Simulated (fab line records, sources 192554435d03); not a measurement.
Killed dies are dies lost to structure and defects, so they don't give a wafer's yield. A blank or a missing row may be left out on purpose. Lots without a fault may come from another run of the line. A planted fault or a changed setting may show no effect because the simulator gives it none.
Chamber matching | flow n5_finfet | N5_FIN_SAQP_PECVD_48 on pecvd-02: 3 sister chambers
The step deposits SiNx from SiH4/NH3/N2, target thk 25 nm, time 22.1 s. 6 wafers are shown with their chamber, then 9 later ones without.

WAFERS WITH THEIR CHAMBER
wafer  | chamber | showerhead_plenum_p_Torr (Torr) | throttle_valve_pct (%)
L076.3 | 0       | 5.17                            | 41.4
L087.2 | 0       | 5.18                            | 41.9
L087.6 | 2       | 5.13                            | 37.3
L089.1 | 2       | 5.11                            | 37.6
L089.3 | 1       | 5.11                            | 39.2
L089.5 | 1       | 5.08                            | 39.2

WAFERS WITHOUT THEIR CHAMBER
wafer  | showerhead_plenum_p_Torr (Torr) | throttle_valve_pct (%)
L090.3 | 5.11                            | 37.7
L090.4 | 5.19                            | 42.1
L090.6 | 5.12                            | 37.7
L093.1 | 5.12                            | 38.0
L093.3 | 5.11                            | 39.3
L093.4 | 5.17                            | 41.9
L097.2 | 5.14                            | 37.6
L097.3 | 5.18                            | 42.4
L097.6 | 5.19                            | 42.4

WHICH CHAMBER EACH WENT THROUGH
wafer  | from the rows above | in truth
L090.3 | 2                   | 2
L090.4 | 0                   | 0
L090.6 | 2                   | 2
L093.1 | 2                   | 2
L093.3 | 1                   | 1
L093.4 | 0                   | 0
L097.2 | 2                   | 2
L097.3 | 0                   | 0
L097.6 | 0                   | 0
Placed correctly: 9 of 9. Can't be placed from these rows: 0. Placed wrongly: 0.
How it was worked out, from the rows above alone: a wafer's distance from a chamber is the root of the sum, over the readings, of the square of ((its reading less the chamber's mean) divided by the reading's scatter). The wafer belongs to the nearest chamber; if the next one is less than 2 further off, it can't be placed. A chamber's mean is the mean of its shown wafers. The scatter: the root of (the sum of the squares of (reading less its chamber's mean) over the shown wafers, divided by (wafers less chambers)).
